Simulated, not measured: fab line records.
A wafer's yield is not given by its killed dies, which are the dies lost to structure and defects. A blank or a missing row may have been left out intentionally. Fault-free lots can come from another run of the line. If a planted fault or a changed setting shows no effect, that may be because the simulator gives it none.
Chamber matching | flow nand harc | ald hk-02 running NHARC_A_WL_FILL_ALD_00: 4 sister chambers
The step deposits Al2O3, target thk 3 nm, pulse time 3 s, ald cycles 30. 27 wafers are shown with their chamber, then 12 later ones without.

== WAFERS PAIRED WITH THEIR CHAMBERS ==
wafer  | chamber | heater power w (W) | precursor pulse height rel
L076.3 | 2       | 502                | 1.011
L076.4 | 0       | 427                | 0.994
L076.5 | 3       | 548                | 1.021
L080.1 | 2       | 510                | 0.991
L080.2 | 1       | 416                | 1.016
L080.6 | 2       | 514                | 0.999
L082.1 | 2       | 520                | 0.970
L082.3 | 0       | 419                | 1.008
L082.6 | 1       | 429                | 1.002
L079.2 | 1       | 417                | 0.993
L079.4 | 2       | 512                | 0.995
L079.6 | 1       | 427                | 0.987
L079.1 | 3       | 558                | 0.985
L079.3 | 0       | 421                | 0.977
L079.5 | 2       | 522                | 1.014
L083.1 | 0       | 410                | 0.973
L083.3 | 1       | 415                | 0.984
L083.5 | 0       | 407                | 0.976
L086.2 | 2       | 491                | 1.003
L086.4 | 1       | 416                | 1.024
L086.5 | 3       | 549                | 0.993
L087.4 | 2       | 517                | 0.999
L087.5 | 1       | 424                | 1.013
L087.6 | 0       | 425                | 1.014
L085.1 | 1       | 420                | 0.999
L085.3 | 2       | 504                | 1.015
L085.5 | 1       | 409                | 1.049

SIGNATURES, as means of the wafers listed above
reading                    | chamber 0 | chamber 1 | chamber 2 | chamber 3 | scatter within a chamber
heater power w             | 418.17    | 419.22    | 510.22    | 551.67    | 8.04
precursor pulse height rel | 0.99033   | 1.00744   | 0.99967   | 0.99967   | 0.0177
Rule: a wafer lies at a distance from a chamber equal to the root of the sum of squares, over the readings, of (its reading less the chamber's mean, divided by the reading's scatter). If the next closest chamber is less than 2 further off than the closest, the wafer can't be placed; otherwise it belongs to the closest. The scatter: the root of (the sum of the squares of (reading less its chamber's mean) over the shown wafers, divided by (wafers less chambers)).

== WAFERS WHOSE CHAMBER IS MISSING ==
wafer  | heater power w (W) | precursor pulse height rel
L088.3 | 553                | 0.994
L088.4 | 429                | 0.998
L088.6 | 421                | 0.994
L090.4 | 429                | 1.030
L090.5 | 421                | 1.026
L090.6 | 422                | 1.020
L090.1 | 544                | 0.991
L090.2 | 503                | 0.996
L090.3 | 415                | 1.025
L092.1 | 501                | 1.007
L092.3 | 420                | 1.003
L092.4 | 421                | 0.957

== THE CHAMBER EACH PASSED THROUGH ==
wafer  | from the rows above     | in truth
L088.3 | 3                       | 3
L088.4 | can't be placed: 1 or 0 | 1
L088.6 | can't be placed: 0 or 1 | 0
L090.4 | can't be placed: 1 or 0 | 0
L090.5 | can't be placed: 1 or 0 | 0
L090.6 | can't be placed: 1 or 0 | 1
L090.1 | 3                       | 3
L090.2 | 2                       | 2
L090.3 | can't be placed: 1 or 0 | 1
L092.1 | 2                       | 2
L092.3 | can't be placed: 1 or 0 | 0
L092.4 | can't be placed: 0 or 1 | 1
4 of 12 placed correctly. These rows do not allow placing 8 (true chamber among the candidates in 8). Placed wrongly: 0.
